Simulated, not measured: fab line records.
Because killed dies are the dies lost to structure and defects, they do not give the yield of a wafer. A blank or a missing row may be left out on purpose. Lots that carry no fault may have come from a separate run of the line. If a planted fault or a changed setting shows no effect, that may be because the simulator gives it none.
Split-lot study || flow n5Finfet || route with 1938 steps; 7 lots, 21 wafers read

== ABOUT THE SPLIT ==
At N5_ZERO_LAYER_PECVD_02 (deposits SiO2 from SiH4/N2O, target thk 10 nm, time 6 s), the setting timeS was moved away from the recipe's 6 s on 7 of the 21 wafers read, by -11.4% to +10.2%. For the rest of the wafers, this setting stayed at what the recipe calls for.

The reading comes from the split's own step.

== THE READING ==
SiO2_of_ZERO_LAYER_PECVD_02.thkNm (the simulator's own value, which no gauge read), in nm, at N5_ZERO_LAYER_PECVD_02 (deposits SiO2 from SiH4/N2O, target thk 10 nm, time 6 s). No usual value for it is given in the file. Across the 14 wafers here that went through the recipe, the average is 9.908 nm and the standard deviation 0.24 nm.

{"wafer": "L074.2", "tool, chamber at the split": "pecvd-03, 1,2", "timeS as run, s": 6.429, "against the recipe": "+7.2%", "SiO2_of_ZERO_LAYER_PECVD_02.thkNm, nm": 10.67, "against lot-mates on the recipe": "no lot-mate on the recipe"}
{"wafer": "L074.6", "tool, chamber at the split": "pecvd-03, 1,2", "timeS as run, s": 6.429, "against the recipe": "+7.2%", "SiO2_of_ZERO_LAYER_PECVD_02.thkNm, nm": 10.67, "against lot-mates on the recipe": "no lot-mate on the recipe"}
{"wafer": "L074.5", "tool, chamber at the split": "pecvd-03, 0", "timeS as run, s": 6.429, "against the recipe": "+7.2%", "SiO2_of_ZERO_LAYER_PECVD_02.thkNm, nm": 10.59, "against lot-mates on the recipe": "no lot-mate on the recipe"}
{"wafer": "L077.1", "tool, chamber at the split": "pecvd-03, 0", "timeS as run, s": 6, "against the recipe": "recipe", "SiO2_of_ZERO_LAYER_PECVD_02.thkNm, nm": 9.729, "against lot-mates on the recipe": "-"}
{"wafer": "L077.4", "tool, chamber at the split": "pecvd-03, 2", "timeS as run, s": 6, "against the recipe": "recipe", "SiO2_of_ZERO_LAYER_PECVD_02.thkNm, nm": 9.712, "against lot-mates on the recipe": "-"}
{"wafer": "L077.5", "tool, chamber at the split": "pecvd-03, 1", "timeS as run, s": 6.612, "against the recipe": "+10.2%", "SiO2_of_ZERO_LAYER_PECVD_02.thkNm, nm": 11.05, "against lot-mates on the recipe": "+1.330"}
{"wafer": "L080.2", "tool, chamber at the split": "pecvd-03, 0", "timeS as run, s": 6, "against the recipe": "recipe", "SiO2_of_ZERO_LAYER_PECVD_02.thkNm, nm": 9.667, "against lot-mates on the recipe": "-"}
{"wafer": "L080.5", "tool, chamber at the split": "pecvd-03, 2", "timeS as run, s": 6.236, "against the recipe": "+3.9%", "SiO2_of_ZERO_LAYER_PECVD_02.thkNm, nm": 10.42, "against lot-mates on the recipe": "+0.668"}
{"wafer": "L080.6", "tool, chamber at the split": "pecvd-03, 0", "timeS as run, s": 6, "against the recipe": "recipe", "SiO2_of_ZERO_LAYER_PECVD_02.thkNm, nm": 9.837, "against lot-mates on the recipe": "-"}
{"wafer": "L085.1", "tool, chamber at the split": "pecvd-02, 2", "timeS as run, s": 6, "against the recipe": "recipe", "SiO2_of_ZERO_LAYER_PECVD_02.thkNm, nm": 9.994, "against lot-mates on the recipe": "-"}
{"wafer": "L085.4", "tool, chamber at the split": "pecvd-02, 0", "timeS as run, s": 6, "against the recipe": "recipe", "SiO2_of_ZERO_LAYER_PECVD_02.thkNm, nm": 10, "against lot-mates on the recipe": "-"}
{"wafer": "L085.5", "tool, chamber at the split": "pecvd-02, 1", "timeS as run, s": 6, "against the recipe": "recipe", "SiO2_of_ZERO_LAYER_PECVD_02.thkNm, nm": 10.47, "against lot-mates on the recipe": "-"}
{"wafer": "L087.2", "tool, chamber at the split": "pecvd-01, 2", "timeS as run, s": 6, "against the recipe": "recipe", "SiO2_of_ZERO_LAYER_PECVD_02.thkNm, nm": 9.735, "against lot-mates on the recipe": "-"}
{"wafer": "L087.3", "tool, chamber at the split": "pecvd-01, 0", "timeS as run, s": 5.314, "against the recipe": "-11.4%", "SiO2_of_ZERO_LAYER_PECVD_02.thkNm, nm": 8.492, "against lot-mates on the recipe": -1.243}
{"wafer": "L087.6", "tool, chamber at the split": "pecvd-01, 1", "timeS as run, s": 5.314, "against the recipe": "-11.4%", "SiO2_of_ZERO_LAYER_PECVD_02.thkNm, nm": 8.614, "against lot-mates on the recipe": -1.121}
{"wafer": "L091.1", "tool, chamber at the split": "pecvd-02, 0", "timeS as run, s": 6, "against the recipe": "recipe", "SiO2_of_ZERO_LAYER_PECVD_02.thkNm, nm": 9.815, "against lot-mates on the recipe": "-"}
{"wafer": "L091.3", "tool, chamber at the split": "pecvd-02, 2", "timeS as run, s": 6, "against the recipe": "recipe", "SiO2_of_ZERO_LAYER_PECVD_02.thkNm, nm": 9.497, "against lot-mates on the recipe": "-"}
{"wafer": "L091.6", "tool, chamber at the split": "pecvd-02, 1", "timeS as run, s": 6, "against the recipe": "recipe", "SiO2_of_ZERO_LAYER_PECVD_02.thkNm, nm": 10.1, "against lot-mates on the recipe": "-"}
{"wafer": "L095.1", "tool, chamber at the split": "pecvd-01, 1", "timeS as run, s": 6, "against the recipe": "recipe", "SiO2_of_ZERO_LAYER_PECVD_02.thkNm, nm": 10.1, "against lot-mates on the recipe": "-"}
{"wafer": "L095.4", "tool, chamber at the split": "pecvd-01, 1", "timeS as run, s": 6, "against the recipe": "recipe", "SiO2_of_ZERO_LAYER_PECVD_02.thkNm, nm": 10.06, "against lot-mates on the recipe": "-"}
{"wafer": "L095.5", "tool, chamber at the split": "pecvd-01, 0", "timeS as run, s": 6, "against the recipe": "recipe", "SiO2_of_ZERO_LAYER_PECVD_02.thkNm, nm": 10, "against lot-mates on the recipe": "-"}
Rows listing several chambers each stand for several wafers; the file does not say which wafer went through which chamber.

THE FIT
A straight line over all 21 wafers: SiO2_of_ZERO_LAYER_PECVD_02.thkNm changes by +0.113 nm for each +1% of timeS; r = +0.94; the points scatter about the line by 0.21 nm.
The same after taking each lot's own level away (the mean of its wafers on the recipe; 18 wafers): +0.114 nm for each +1%; r = +0.96; scatter 0.17 nm.
The reading moves by 1.3 nm for the largest change in timeS, on that fit.
Measured against the standard deviation above, the lots' own levels, which go from 9.7205 to 10.1547 nm, span 1.8 times it.
Hence the lot-to-lot level has little effect on the slope; both slopes agree.
Check: with one of the wafers moved furthest among these (-11.4%) left out of the fit, the line predicts -1.29 nm for it against its lot-mates. Against them it came out at -1.24 nm.

== THE FILE'S OWN FIT ==
SiO2_of_ZERO_LAYER_PECVD_02.thkNm changes by +0.119 nm for each +1% of timeS, r = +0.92.
